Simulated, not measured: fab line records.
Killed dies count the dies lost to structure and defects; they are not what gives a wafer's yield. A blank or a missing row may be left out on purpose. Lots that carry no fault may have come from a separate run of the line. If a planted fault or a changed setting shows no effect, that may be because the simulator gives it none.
Which tool was responsible? + flow n5 finfet + at 1 step of a route of 1938, 24 lots with 72 wafers sampled

== WHAT THE GAUGES SHOWED, per wafer ==
N5_BEOL_M1_INSPECT_30: inspects for defects (brightfield).
| lot  | measured     | on                | raw defect count |
|------|--------------|-------------------|------------------|
| L074 | day 6 06:54  | defect inspect-02 | 302 273 448      |
| L075 | day 6 11:58  | defect inspect-01 | 243 331 325      |
| L077 | day 6 15:05  | defect inspect-01 | 309 410 314      |
| L076 | day 6 15:10  | defect inspect-01 | 368 330 335      |
| L078 | day 7 01:05  | defect inspect-02 | 334 519 314      |
| L079 | day 7 12:11  | defect inspect-01 | 334 517 512      |
| L080 | day 7 12:37  | defect inspect-01 | 278 301 400      |
| L081 | day 7 22:32  | defect inspect-02 | 304 433 307      |
| L082 | day 8 07:37  | defect inspect-01 | 666 576 606      |
| L083 | day 8 16:54  | defect inspect-02 | 250 256 237      |
| L085 | day 8 19:15  | defect inspect-02 | 230 271 189      |
| L084 | day 8 19:57  | defect inspect-01 | 320 376 399      |
| L086 | day 9 04:32  | defect inspect-02 | 498 375 336      |
| L087 | day 9 11:05  | defect inspect-01 | 331 375 330      |
| L088 | day 9 14:56  | defect inspect-02 | 439 449 352      |
| L089 | day 9 18:26  | defect inspect-02 | 351 236 280      |
| L090 | day 9 23:16  | defect inspect-02 | 446 442 421      |
| L091 | day 10 07:37 | defect inspect-02 | 402 433 333      |
| L092 | day 10 23:21 | defect inspect-01 | 427 503 602      |
| L093 | day 10 23:38 | defect inspect-02 | 320 214 234      |
| L094 | day 11 00:45 | defect inspect-02 | 297 387 251      |
| L095 | day 11 16:03 | defect inspect-02 | 447 311 474      |
| L096 | day 11 16:14 | defect inspect-01 | 443 465 560      |
| L097 | day 11 22:16 | defect inspect-01 | 233 420 270      |

== TOOL THAT RAN EACH LOT (tool first, then ch and the chambers of the sampled wafers, then the start) ==
Before these readings, the record contains no process step.

== WHAT THE TOOLS THEMSELVES READ (means of the sampled wafers that have a number; where no wafer has one, the mark that the record gives instead) ==
The record holds no such reading with a usual standard deviation.

== THE ANSWER, worked out from the rows above alone ==
Rule: what is usual is taken from the lots themselves. The widest of any qualifying gaps counts: lots, ordered by their means at a reading, are off when they make up no more than a third of the lots, leave a main group of 4 or more, and stand apart from it by 3 or more times the standard deviation of that group's means. A main group is skipped when, at the precision printed for the reading in the tables above, its means are all equal. A lot without any number at a reading at which 4 lots or more have one is off too. The other lots that the step has rows for count as sound. First the gauges in route order, then the tools' own readings, where a lot's mean is used as printed above. The first step at which some lot is off is used, and at that step the reading that is off furthest; a lot without a number counts as furthest.
None of the lots is off at any reading shown; this tells nothing.

== WHAT WAS PUT IN BY THE SIMULATOR ==
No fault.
